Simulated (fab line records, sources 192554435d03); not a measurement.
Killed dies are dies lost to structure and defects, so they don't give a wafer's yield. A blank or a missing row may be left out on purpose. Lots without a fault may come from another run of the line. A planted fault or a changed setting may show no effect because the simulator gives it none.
Split-lot experiment | flow n5_finfet | 7 lots, 21 wafers read, on a route of 1938 steps

THE SPLIT
At N5_GATE_CUT_DESCUM_18 (chemistry O2, time 7 s), the setting time_s was moved away from the recipe's 7 s on 6 of the 21 wafers read, by -21.4% to +7.3%. The other wafers ran this setting at the recipe's value.

FROM THE SPLIT TO THE READING: what the file shows between them, 1 step
- N5_GATE_CUT_ETCH_28: etches underlayer in N2/H2, target depth 13 nm, time 10.4 s

THE READING
CAR-EUV_of_GATE_CUT_COAT_07.thk_nm (the simulator's own value, which no gauge read), in nm, at N5_GATE_CUT_ETCH_36 (etches SiARC in CF4, target depth 13 nm, time 21.7 s). The file gives no usual value for it. The 15 wafers here that ran the recipe average 7.0 nm, standard deviation 0.15 nm.

wafer  | tool, chamber at the split | time_s as run, s | against the recipe | CAR-EUV_of_GATE_CUT_COAT_07.thk_nm, nm | against lot-mates on the recipe
L079.3 | rie_diel-06, 3,0           | 5.505            | -21.4%             | 7.8                                    | +0.8
L079.5 | rie_diel-06, 3,0           | 5.505            | -21.4%             | 7.8                                    | +0.8
L079.4 | rie_diel-06, 0             | 7                | recipe             | 7                                      | -
L087.2 | rie_diel-03, 0             | 7                | recipe             | 7.2                                    | -
L087.4 | rie_diel-03, 0             | 7                | recipe             | 7                                      | -
L087.5 | rie_diel-03, 1             | 7.439            | +6.3%              | 6.8                                    | -0.3
L089.2 | rie_diel-06, 3,1,0         | 7                | recipe             | 7.2                                    | -
L089.6 | rie_diel-06, 3,1,0         | 7                | recipe             | 7.2                                    | -
L089.5 | rie_diel-06, 3,1,0         | 7                | recipe             | 7                                      | -
L091.1 | rie_diel-03, 3,1           | 7                | recipe             | 7                                      | -
L091.4 | rie_diel-03, 0             | 7.512            | +7.3%              | 6.8                                    | -0.1
L091.6 | rie_diel-03, 3,1           | 7                | recipe             | 6.8                                    | -
L093.2 | rie_diel-04, 1,3           | 5.675            | -18.9%             | 7.4                                    | +0.6
L093.5 | rie_diel-04, 1,3           | 5.675            | -18.9%             | 7.4                                    | +0.6
L093.6 | rie_diel-04, 2             | 7                | recipe             | 6.8                                    | -
L094.3 | rie_diel-06, 0,3           | 7                | recipe             | 7.2                                    | -
L094.4 | rie_diel-06, 3             | 7                | recipe             | 6.8                                    | -
L094.5 | rie_diel-06, 0,3           | 7                | recipe             | 7                                      | -
L097.1 | rie_diel-04, 2,3,2         | 7                | recipe             | 7                                      | -
L097.5 | rie_diel-04, 2,3,2         | 7                | recipe             | 7                                      | -
L097.3 | rie_diel-04, 2,3,2         | 7                | recipe             | 6.8                                    | -
Where a row lists several chambers, the file gives one row for several wafers and doesn't say which wafer went through which chamber.

THE FIT
A straight line over all 21 wafers: CAR-EUV_of_GATE_CUT_COAT_07.thk_nm changes by -0.0303 nm for each +1% of time_s; r = -0.87; the points scatter about the line by 0.15 nm.
The same after taking each lot's own level away (the mean of its wafers on the recipe; 21 wafers): -0.0344 nm for each +1%; r = -0.94; scatter 0.11 nm.
On that fit, the largest move of time_s shifts the reading by 0.73 nm.
The lots' own levels span 6.80 to 7.13 nm, that is 2.3 times the standard deviation above.
So the lot-to-lot level changes the slope: the two fits differ.
Check: with one of the wafers moved furthest among these (-21.4%) left out of the fit, the line predicts +0.717 nm for it against its lot-mates. It came out at +0.8 nm against them.

THE WHOLE CHAIN: every reading that the file lists as answering this split, in the file's order
step                  | what it does                                                | reading                                                                             | change (the file's fit)                | r (the file's)
N5_GATE_CUT_DESCUM_18 | chemistry O2, time 7 s                                      | CAR-EUV_of_GATE_CUT_COAT_07.thk_nm (the simulator's own value, which no gauge read) | -0.0394 nm for each +1% of the setting | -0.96
N5_GATE_CUT_ETCH_28   | etches underlayer in N2/H2, target depth 13 nm, time 10.4 s | CAR-EUV_of_GATE_CUT_COAT_07.thk_nm (the simulator's own value, which no gauge read) | -0.0331 nm for each +1% of the setting | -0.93
N5_GATE_CUT_ETCH_36   | etches SiARC in CF4, target depth 13 nm, time 21.7 s        | CAR-EUV_of_GATE_CUT_COAT_07.thk_nm (the simulator's own value, which no gauge read) | -0.0342 nm for each +1% of the setting | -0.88

THE FILE'S OWN FIT
CAR-EUV_of_GATE_CUT_COAT_07.thk_nm changes by -0.0342 nm for each +1% of time_s, r = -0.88.
